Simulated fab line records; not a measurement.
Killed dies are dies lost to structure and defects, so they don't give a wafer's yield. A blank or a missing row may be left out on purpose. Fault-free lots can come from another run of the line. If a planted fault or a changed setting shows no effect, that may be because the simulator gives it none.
Which tool is to blame? | flow nand harc | 6 lots with 18 wafers sampled at 4 steps, on a route of 1302 steps

WHAT THE GAUGES READ, wafer by wafer
NHARC_A_ONON_D2_THK_MEAS_24: measures by ellipsometry.
lot  | measured     | on            | thk nm (nm)
L765 | day 13 14:20 | film metro-02 | 996 997 998
L768 | day 14 13:25 | film metro-02 | 996 996 996
L771 | day 15 16:13 | film metro-01 | 997 995 995
L777 | day 17 20:49 | film metro-01 | 371 371 372
L784 | day 20 23:01 | film metro-02 | 1002 1003 1004
L786 | day 21 19:35 | film metro-01 | 991 992 994

WHICH TOOL RAN EACH LOT (tool, then ch and the chambers of the sampled wafers, then the start)
lot  | NHARC_A_DECK1_JOINT_ETCHBACK_00  | NHARC_A_DECK1_JOINT_CMP_02    | NHARC_A_ONON_D2_DEP_22
L765 | rie si-01 ch 0,1,2, day 11 21:17 | cmp-04 ch 0,1, day 13 01:38   | pecvd onon-04 ch 0, day 13 13:50
L768 | rie si-06 ch 0,2,3, day 12 23:16 | cmp-02 ch 1,2, day 13 23:34   | pecvd onon-04 ch 0, day 14 12:55
L771 | rie si-06 ch 1,3, day 14 04:55   | cmp-02 ch 0,2,3, day 15 02:44 | pecvd onon-04 ch 0, day 15 15:43
L777 | rie si-06 ch 0,2,3, day 16 08:23 | cmp-02 ch 0,1,2, day 17 08:43 | pecvd onon-04 ch 0, day 17 20:19
L784 | rie si-06 ch 0,2,3, day 19 14:43 | cmp-04 ch 0,2,3, day 20 10:29 | pecvd onon-01 ch 0, day 20 22:31
L786 | rie si-06 ch 0,2,3, day 20 10:40 | cmp-02 ch 0,2,3, day 21 06:26 | pecvd onon-01 ch 0, day 21 19:05
- NHARC_A_DECK1_JOINT_ETCHBACK_00: etches the open film in HBr, target depth 30 nm, time 17.4 s.
- NHARC_A_DECK1_JOINT_CMP_02: polishes SiOx.
- NHARC_A_ONON_D2_DEP_22: target thk 1000 nm.

THE ANSWER, worked out from the rows above alone
Rule: usual is defined by the lots themselves. Put in order of their means at a reading, lots are off if they are a third of the lots or fewer, leave a main group of 4 or more, and stand apart from it by a gap of 3 or more times the standard deviation of the main group's means; of several such gaps the widest counts. Not used: any main group whose means are identical at the precision the tables above print for the reading. A lot without any number at a reading at which 4 lots or more have one is off too. All remaining lots with rows at the step are treated as sound.
Off: L777, at NHARC_A_ONON_D2_THK_MEAS_24 (thk nm). For the main group the mean is 997 nm and the standard deviation 3.5.
A tool fits if, at a process step before that reading, it ran every lot that is off, and no sound lot after the first of them. Those tools and the gauges at NHARC_A_ONON_D2_THK_MEAS_24 are tried in the same way. One fits: pecvd onon-04 at NHARC_A_ONON_D2_DEP_22. Its last sound lot is L771 (day 15 15:43), its first lot that is off L777 (day 17 20:19): a fault that began between those two fits.

WHAT HAD BEEN PUT IN BY THE SIMULATOR
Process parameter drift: pecvd onon-04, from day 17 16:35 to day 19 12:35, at NHARC_A_ONON_D2_DEP_22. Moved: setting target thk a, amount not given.
Struck lots among those shown: L777. Same finding as the rule above.
